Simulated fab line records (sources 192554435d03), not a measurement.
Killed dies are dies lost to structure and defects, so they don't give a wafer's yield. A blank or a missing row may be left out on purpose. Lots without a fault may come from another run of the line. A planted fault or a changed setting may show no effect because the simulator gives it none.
One fault through the eyes of 3 desks	flow n5_finfet	each desk holds nothing but its own numbers, with what lay behind them at the end

## METROLOGY DESK
Lot by lot, what the gauges showed, no matter which tool ran the lot: averages of those sampled wafers that carry a number. Marked OUT: a lot whose mean sits more than 4 standard deviations from the usual mean, which makes it out of limits; the brackets give that distance.
Columns: A = cd_nm at N5_BEOL_M11_CD_MEAS_11, usual 64.0 nm; B = M11_OVL at N5_BEOL_M11_OVL_MEAS_12, usual 0.8 nm
lot	first seen here	A	B
L438	day 10 10:44	63.5	0.4
L447	day 12 09:02	63.8	0.6
L452	day 13 11:36	63.4	0.5
L453	day 13 15:15	64.0	1.2
L459	day 15 21:10	64.4	0.2
L460	day 16 21:01	63.4	1.0
This desk's finding: nothing out of limits on any of the 6 lots.

## THE DEFECT DESK
Lot by lot, what the route's inspections counted, given as the mean of those sampled wafers with a number. Marked OUT: a lot whose mean sits more than 4 standard deviations from the usual mean, which makes it out of limits; the brackets give that distance.
Columns: A = raw_defect_count at N5_BEOL_M11_INSPECT_13, usual 435
lot	first seen here	A
L438	day 10 10:47	437
L447	day 12 09:05	609
L452	day 13 11:39	356
L453	day 13 15:19	395
L459	day 15 21:13	490
L460	day 16 21:04	354
This desk's finding: nothing out of limits on any of the 6 lots.

## FOR THE TOOL OWNER'S DESK: rie_diel-06
The tool's own readings at N5_BEOL_M11_DESCUM_16 (chemistry O2, time 7.9 s): means of the sampled wafers that have a number, for each lot that ran on this tool. Marked OUT: a lot whose mean sits more than 4 standard deviations from the usual mean, which makes it out of limits; the brackets give that distance.
Columns: A = drypump_motor_current_A at N5_BEOL_M11_DESCUM_16, usual 5.6 A; B = o2_flow_sccm at N5_BEOL_M11_DESCUM_16, usual 225.1 sccm; C = oes_product_au at N5_BEOL_M11_DESCUM_16, usual 0.78 a.u.; D = rf_vpp_V at N5_BEOL_M11_DESCUM_16, usual 243.2 V; E = showerhead_plenum_p_Torr at N5_BEOL_M11_DESCUM_16, usual 2.09 Torr; F = throttle_valve_pct at N5_BEOL_M11_DESCUM_16, usual 20.44 %
lot	first seen here	A	B	C	D	E	F
L447	day 12 09:23	5.6	225.4	0.77	243.2	2.05	20.68
L452	day 13 11:42	5.7	225.2	0.78	242.1	2.06	20.58
L453	day 13 15:29	5.1	225.5	0.97	244.4	2.13	19.96
L460	day 16 21:06	5.6	225.2	0.74	242.8	2.06	20.64
This desk's finding: nothing out of limits on any of the 4 lots.

## BROUGHT TOGETHER
The metrology desk saw nothing out of limits.
Nothing the defect desk looked at was out of limits.
The tool owner's desk saw nothing out of limits.

## WHAT HAD BEEN PUT IN BY THE SIMULATOR
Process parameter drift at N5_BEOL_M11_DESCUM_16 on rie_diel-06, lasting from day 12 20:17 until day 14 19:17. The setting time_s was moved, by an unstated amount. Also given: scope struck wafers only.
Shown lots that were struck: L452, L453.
